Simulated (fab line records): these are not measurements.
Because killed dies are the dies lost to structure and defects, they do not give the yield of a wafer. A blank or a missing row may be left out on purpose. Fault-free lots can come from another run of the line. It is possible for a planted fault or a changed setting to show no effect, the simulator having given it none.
A lot that was struck, set against a sound lot + flow nandHarc + 38 steps out of a route of 1302
Sound: wafers L242.2, L242.4, L242.5. Wafers struck: L253.2, L253.5, L253.6. At the end, the cause is stated.
For every step that has rows: the tool of each side, followed by ch and its chambers, followed by its first start. Under that, the readings that differ: sound wafers + struck wafers + difference of the means + sigmas: that difference in standard deviations of wafers without a fault.
alike: readings with means less than 2 such deviations apart, plus words and numbers identical on both sides. not compared: withheld readings, readings lacking a value on some wafer, bounds such as >300 that could conceal the same value, and numbers that have no deviation in the record and whose values overlap.
A row with sigmas, a row that says differs or no value, or rows on one side alone: a step with any of these is where the two part. Numbers that have no deviation but don't overlap get no sigmas and don't part them. A reading that every wafer of one side lacks parts them only if that side has two wafers or more.

first, 2 steps without rows for these wafers: NHARC_A_SOURCE_PLATE_CVD_03 (deposits poly-Si, target thk 200 nm, time 4000 s); NHARC_A_SOURCE_PLATE_ANNEAL_05 (time 1800 s).
NHARC_A_SOURCE_PLATE_THK_MEAS_06: measures by ellipsometry.
  struck on filmMetro-01, day 12 20:49; sound on filmMetro-02, day 8 11:07
  alike: thkNm
NHARC_A_SOURCE_PLATE_INSPECT_08:
  struck on defectInspect-02, day 12 20:55; sound on defectInspect-02, day 8 11:13
  alike: rawDefectCount
then, 1 step without rows for these wafers: NHARC_A_ONON_D1_DEP_00 (target thk 1000 nm).
NHARC_A_ONON_D1_THK_MEAS_02: measures by ellipsometry.
  struck on filmMetro-01, day 12 21:31; sound on filmMetro-02, day 8 11:47
| reading    | sound       | struck         | difference | sigmas |
|------------|-------------|----------------|------------|--------|
| thkNm (nm) | 991 991 991 | 1013 1013 1014 | +22        | +2     |
then, 1 step without rows for these wafers: NHARC_A_ONON_D1_DEP_03 (target thk 1000 nm).
NHARC_A_ONON_D1_THK_MEAS_05: measures by ellipsometry.
  struck on filmMetro-01, day 12 22:05; sound on filmMetro-02, day 8 12:22
  alike: thkNm
then, 1 step without rows for these wafers: NHARC_A_ONON_D1_DEP_06 (target thk 1000 nm).
NHARC_A_ONON_D1_THK_MEAS_08: measures by ellipsometry.
  struck on filmMetro-01, day 12 22:40; sound on filmMetro-02, day 8 12:56
  alike: thkNm
NHARC_A_ONON_D1_DEP_09: target thk 1000 nm.
  sound on pecvdOnon-02 ch 0, day 8 13:03; struck on pecvdOnon-03 ch 0, day 12 22:46
  alike: susceptorTempC
NHARC_A_ONON_D1_THK_MEAS_11: measures by ellipsometry.
  struck on filmMetro-01, day 12 23:13; sound on filmMetro-01, day 8 13:30
  alike: thkNm
then, 1 step without rows for these wafers: NHARC_A_ONON_D1_DEP_12 (target thk 1000 nm).
NHARC_A_ONON_D1_THK_MEAS_14: measures by ellipsometry.
  struck on filmMetro-01, day 12 23:47; sound on filmMetro-01, day 8 14:04
  alike: thkNm
then, 2 steps without rows for these wafers: NHARC_A_ONON_D1_ANNEAL_15 (time 3600 s); NHARC_A_ONON_D1_DEP_16 (target thk 1000 nm).
NHARC_A_ONON_D1_THK_MEAS_18: measures by ellipsometry.
  struck on filmMetro-02, day 13 07:22; sound on filmMetro-02, day 8 21:52
  alike: thkNm
then, 1 step without rows for these wafers: NHARC_A_ONON_D1_DEP_19 (target thk 1000 nm).
NHARC_A_ONON_D1_THK_MEAS_21: measures by ellipsometry.
  struck on filmMetro-01, day 13 07:56; sound on filmMetro-01, day 8 22:28
| reading    | sound       | struck         | difference | sigmas |
|------------|-------------|----------------|------------|--------|
| thkNm (nm) | 987 988 988 | 1007 1007 1007 | +19        | +2     |
then, 1 step without rows for these wafers: NHARC_A_ONON_D1_DEP_22 (target thk 1000 nm).
NHARC_A_ONON_D1_THK_MEAS_24: measures by ellipsometry.
  struck on filmMetro-01, day 13 08:30; sound on filmMetro-01, day 8 23:01
| reading    | sound       | struck         | difference | sigmas |
|------------|-------------|----------------|------------|--------|
| thkNm (nm) | 985 982 982 | 1013 1013 1013 | +30        | +3     |
then, 1 step without rows for these wafers: NHARC_A_ONON_D1_DEP_25 (target thk 1000 nm).
NHARC_A_ONON_D1_THK_MEAS_27: measures by ellipsometry.
  struck on filmMetro-02, day 13 09:04; sound on filmMetro-01, day 8 23:36
  alike: thkNm
then, 1 step without rows for these wafers: NHARC_A_ONON_D1_DEP_28 (target thk 1000 nm).
NHARC_A_ONON_D1_THK_MEAS_30: measures by ellipsometry.
  struck on filmMetro-02, day 13 09:37; sound on filmMetro-01, day 9 00:10
  alike: thkNm
NHARC_A_ONON_D1_DEP_33: deposits SiO2, target thk 200 nm.
  sound on pecvd-04 ch 0,1, day 9 00:13; struck on pecvd-02 ch 0,1, day 13 09:45
| reading            | sound          | struck         | difference | sigmas |
|--------------------|----------------|----------------|------------|--------|
| showerheadVppV (V) | 1913 2045 1928 | 1784 1795 1800 | -169       | -2     |
  alike: heaterPowerW, mfcPrecursorSccm, susceptorTempC, throttleValvePct
NHARC_A_ONON_D1_THK_MEAS_34: measures by ellipsometry.
  struck on filmMetro-02, day 13 10:14; sound on filmMetro-02, day 9 00:38
  alike: thkNm
NHARC_A_CHANNEL_HOLE_D1_DEP_00: deposits aC, target thk 3100 nm.
  sound on aclDep-03 ch 0, day 9 01:05; struck on aclDep-01 ch 0, day 13 10:40
| reading            | sound                | struck | difference                    | sigmas |
|--------------------|----------------------|--------|-------------------------------|--------|
| susceptorTempC (C) | 400.10 400.30 400.02 | - - -  | no value on the struck wafers |        |
  alike: throttleValvePct
NHARC_A_CHANNEL_HOLE_D1_DEP_01: deposits SiON, target thk 140 nm.
  sound on pecvd-04 ch 1,2, day 9 02:46; struck on pecvd-01 ch 0,1,2, day 13 12:16
  alike: heaterPowerW, showerheadVppV, susceptorTempC
then, 8 steps without rows for these wafers: NHARC_A_CHANNEL_HOLE_D1_DEHYDRATE_02 (time 120 s); NHARC_A_CHANNEL_HOLE_D1_HMDS_03 (time 30 s); NHARC_A_CHANNEL_HOLE_D1_COAT_36 (time 75 s); NHARC_A_CHANNEL_HOLE_D1_COAT_37 (time 65 s); NHARC_A_CHANNEL_HOLE_D1_COAT_04 (resist thk 90 nm); NHARC_A_CHANNEL_HOLE_D1_SOFTBAKE_05 (time 55 s); NHARC_A_CHANNEL_HOLE_D1_EBR_06; NHARC_A_CHANNEL_HOLE_D1_EXPOSE_07 (exposes mask HOLE D1, target cd 100 nm).
-- record jumps: 16 days between struck wafers' starts before vs after; left off in module A_CHANNEL_HOLE_D1, resumes in module END, first step shown is number 1302 of the route --
NHARC_END_SORT_01:
  sound on prober-01 ch 0, day 24 23:57; struck on prober-01 ch 0, day 29 11:22
| reading       | sound    | struck      | difference | sigmas |
|---------------|----------|-------------|------------|--------|
| killedAtArray | 74 83 88 | 157 146 147 | +68        | +4     |
| killedDies    | 77 87 92 | 162 151 150 | +69        | +4     |
  alike: killedAtOther, killedAtPeriphery, killedOpen, killedShort

== WHERE THEY PART ==
First at NHARC_A_ONON_D1_THK_MEAS_02; last, within this record, at NHARC_END_SORT_01.

WHY: whatever the simulator had introduced
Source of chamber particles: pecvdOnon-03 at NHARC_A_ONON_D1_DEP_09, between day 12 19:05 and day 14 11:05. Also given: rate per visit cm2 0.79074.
